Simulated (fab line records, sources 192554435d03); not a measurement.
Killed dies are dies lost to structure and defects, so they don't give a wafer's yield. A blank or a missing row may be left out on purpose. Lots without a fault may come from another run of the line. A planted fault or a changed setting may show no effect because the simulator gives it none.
Split-lot experiment | flow n5_finfet | 7 lots, 21 wafers read, on a route of 1938 steps

THE SPLIT
At N5_PMOS_HMC_CHANNEL_EPI_ETCH_32 (etches BARC in N2/H2, stops on SiO2, target depth 85.8 nm, time 50.3 s), the setting bias_w was moved away from the recipe's 150 W on 8 of the 21 wafers read, by -16.4% to +16.9%. The other wafers ran this setting at the recipe's value.

The reading is taken at the split's own step.

THE READING
rf_vpp_V, in V, at N5_PMOS_HMC_CHANNEL_EPI_ETCH_32 (etches BARC in N2/H2, stops on SiO2, target depth 85.8 nm, time 50.3 s). Fault-free wafers of this fab line usually give 524.2 V, standard deviation 2.2 V.

wafer  | tool, chamber at the split | bias_w as run, W | against the recipe | rf_vpp_V, V | against lot-mates on the recipe
L074.1 | rie_diel-02, 1             | 150              | recipe             | 523.3       | -
L074.3 | rie_diel-02, 2             | 150              | recipe             | 525.8       | -
L074.4 | rie_diel-02, 0             | 150              | recipe             | 523.3       | -
L078.1 | rie_diel-02, 0             | 150              | recipe             | 523.0       | -
L078.2 | rie_diel-02, 1             | 150              | recipe             | 522.0       | -
L078.5 | rie_diel-02, 1             | 150              | recipe             | 521.7       | -
L079.1 | rie_diel-04, 3             | 150              | recipe             | 521.4       | -
L079.3 | rie_diel-04, 0             | 175.4            | +16.9%             | 574.5       | +53.0
L079.4 | rie_diel-04, 0             | 150              | recipe             | 521.7       | -
L084.1 | rie_diel-05, 0             | 171              | +14.0%             | 570.7       | no lot-mate on the recipe
L084.2 | rie_diel-05, 3             | 171              | +14.0%             | 566.6       | no lot-mate on the recipe
L084.4 | rie_diel-05, 0             | 171              | +14.0%             | 571.8       | no lot-mate on the recipe
L085.3 | rie_diel-02, 1             | 150              | recipe             | 521.0       | -
L085.4 | rie_diel-02, 3             | 132.6            | -11.6%             | 482.7       | -38.3
L085.5 | rie_diel-02, 0             | 132.6            | -11.6%             | 485.5       | -35.5
L086.1 | rie_diel-02, 2             | 125.4            | -16.4%             | 469.7       | -50.9
L086.3 | rie_diel-02, 1             | 150              | recipe             | 520.6       | -
L086.5 | rie_diel-02, 0             | 125.4            | -16.4%             | 468.3       | -52.3
L089.3 | rie_diel-05, 1             | 150              | recipe             | 527.1       | -
L089.5 | rie_diel-05, 1             | 150              | recipe             | 526.9       | -
L089.6 | rie_diel-05, 0             | 150              | recipe             | 525.5       | -

THE FIT
A straight line over all 21 wafers: rf_vpp_V changes by +3.27 V for each +1% of bias_w; r = +1.00; the points scatter about the line by 2.3 V.
The same after taking each lot's own level away (the mean of its wafers on the recipe; 18 wafers): +3.15 V for each +1%; r = +1.00; scatter 0.86 V.
On that fit, the largest move of bias_w shifts the reading by 53 V.
The lots' own levels span 520.60 to 526.50 V, that is 2.7 times the standard deviation above.
So the lot-to-lot level changes the slope little: the two slopes agree.
Check: with one of the wafers moved furthest among these (+16.9%) left out of the fit, the line predicts +53.4 V for it against its lot-mates. It came out at +53 V against them.
Tool readings at the split's step, against how far the setting was moved: rf_vpp_V r = +1.00.

OTHER SPLITS ON THESE WAFERS
These wafers also went through other splits before the reading. Each is held against what the fit with the lots' levels taken away leaves over:
other split on the same wafers | wafers away from the commonest value | r with rf_vpp_V (lot level and that fit taken away)
N5_ZERO_LAYER_ETCH_18 icp_w    | 4                                    | +0.45
N5_WELL_APT_COAT_02 spin_rpm   | 8                                    | -0.27

THE FILE'S OWN FIT
rf_vpp_V changes by +3.14 V for each +1% of bias_w, r = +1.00.
